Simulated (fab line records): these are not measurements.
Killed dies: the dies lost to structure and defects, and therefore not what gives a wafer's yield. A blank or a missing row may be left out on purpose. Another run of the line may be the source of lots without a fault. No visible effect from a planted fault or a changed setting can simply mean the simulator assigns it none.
Struck lot and sound lot, side by side :: flow n5-finfet :: 16 out of 1938 route steps
Sound: the wafers L618.2, L618.3, L618.5. Struck: wafers L627.1, L627.2, L627.3. At the end, the cause is stated.
Order at every step that has rows: each side's tool, ch and its chambers, its first start. Under that, the readings that differ: sound wafers :: struck wafers :: difference of the means :: sigmas: that difference in standard deviations of wafers without a fault.
alike: words and numbers the same on both sides, and readings whose means are apart by under 2 such deviations; not compared: readings that were withheld, readings missing a value for some wafer, numbers with overlapping values and no deviation given by the record, and bounds like >300 which may hide the same value.
Wherever a step has rows on one side only, a row that says differs or no value, or a row with sigmas, the two part there. Numbers that have no deviation but don't overlap get no sigmas and don't part them. A reading missing from all wafers of one side parts the sides only when that side holds two or more wafers.

first, 8 steps without rows for these wafers: N5_BEOL_M0_SAQP_COAT_72 (time 60 s, resist thk 15 nm); N5_BEOL_M0_SAQP_COAT_87 (time 60 s, resist thk 5 nm); N5_BEOL_M0_SAQP_COAT_34 (resist thk 30 nm); N5_BEOL_M0_SAQP_EBR_36; N5_BEOL_M0_SAQP_SOFTBAKE_35 (time 60 s); N5_BEOL_M0_SAQP_EXPOSE_37 (exposes mask M0 CUT1, target cd 30 nm); N5_BEOL_M0_SAQP_PEB_38 (peb time 60 s); N5_BEOL_M0_SAQP_DEVELOP_39 (develop time 30 s).
N5_BEOL_M0_SAQP_CD_MEAS_40: target cd 30 nm.
  sound on cd-sem-02 ch 0, day 6 17:18; struck on cd-sem-03 ch 0, day 8 21:43
  alike: cd-nm
N5_BEOL_M0_SAQP_OVL_MEAS_41:
  sound on overlay-02 ch 0, day 6 17:20; struck on overlay-02 ch 0, day 8 21:44
  alike: M0_CUT1_OVL
N5_BEOL_M0_SAQP_INSPECT_42: inspects for defects (brightfield).
  sound on defect-inspect-01, day 6 17:23; struck on defect-inspect-02, day 8 21:48
  alike: raw-defect-count
N5_BEOL_M0_SAQP_DESCUM_45: chemistry O2, time 7 s.
  sound on rie-diel-05 ch 1,2,3, day 6 17:25; struck on rie-diel-05 ch 1,2,3, day 8 21:50
  alike: drypump-motor-current-A, oes-product-au, rf-vpp-V, showerhead-plenum-p-Torr, throttle-valve-pct
  not compared: rf-hours-counter-h
N5_BEOL_M0_SAQP_ETCH_88: etches underlayer in N2/H2, target depth 6.5 nm, time 5.2 s.
  sound on rie-diel-05 ch 1,2,3, day 6 17:27; struck on rie-diel-05 ch 1,2,3, day 8 21:52
reading: etch-rf-on-time-s (s)
sound: 5.12 5.06 4.92
struck: 6.44 6.40 6.52
difference: +1.42
sigmas: +14

reading: rf-fwd-power-W (W)
sound: 819.8 817.2 820.7
struck: 617.6 617.9 620.0
difference: -200.7
sigmas: -80

reading: rf-vpp-V (V)
sound: 524.9 524.2 527.4
struck: 574.6 576.7 574.2
difference: +49.7
sigmas: +22
  alike: drypump-motor-current-A, oes-product-au, showerhead-plenum-p-Torr, throttle-valve-pct
  not compared: rf-hours-counter-h
N5_BEOL_M0_SAQP_ETCH_73: etches SiARC in CF4, target depth 19.5 nm, time 32.5 s.
  sound on rie-diel-05 ch 1,2,3, day 6 17:28; struck on rie-diel-05 ch 1,2,3, day 8 21:53
  alike: drypump-motor-current-A, etch-rf-on-time-s, oes-product-au, rf-fwd-power-W, rf-vpp-V, showerhead-plenum-p-Torr, throttle-valve-pct
  not compared: rf-hours-counter-h
-- here the record skips 5 days between the struck wafers' starts before and after, leaving off in module BEOL_M0_SAQP and picking up in module BEOL_M4 (first step shown: number 1111 of the route) --
N5_BEOL_M4_RC_MEAS_101:
  sound on prober-02 ch 0, day 12 06:31; struck on prober-02 ch 0, day 13 20:40
  alike: DIBL_N, DIBL_P, IOFF_N, IOFF_P, ION_N, ION_P, SS_N, SS_P, VT_N, VT_P
-- here the record skips 5 days between the struck wafers' starts before and after, leaving off in module BEOL_M4 and picking up in module PASSIVATION (first step shown: number 1936 of the route) --
N5_PASSIVATION_PROBE_49:
  sound on prober-02, day 17 03:29; struck on prober-02, day 18 18:12
  alike: defect-limited-yield, killed_at_M0_to_M3, killed_at_M4_up, killed-at-contacts, killed-at-front-end, killed-at-other, killed-dies, killed-open, killed-short, sort_bin_5_function, sort_bin_6_memory, sort_bin_8_speed, sort-n-pass, sort-yield-pct

WHERE THEY PART
Within this record, at N5_BEOL_M0_SAQP_ETCH_88 only. Later steps at which nothing parts them and some readings are alike: N5_BEOL_M0_SAQP_ETCH_73, N5_BEOL_M4_RC_MEAS_101, N5_PASSIVATION_PROBE_49.

WHY: what the simulator had put in
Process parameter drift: rie-diel-05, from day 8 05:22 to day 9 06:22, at N5_BEOL_M0_SAQP_ETCH_88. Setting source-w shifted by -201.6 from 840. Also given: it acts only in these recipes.
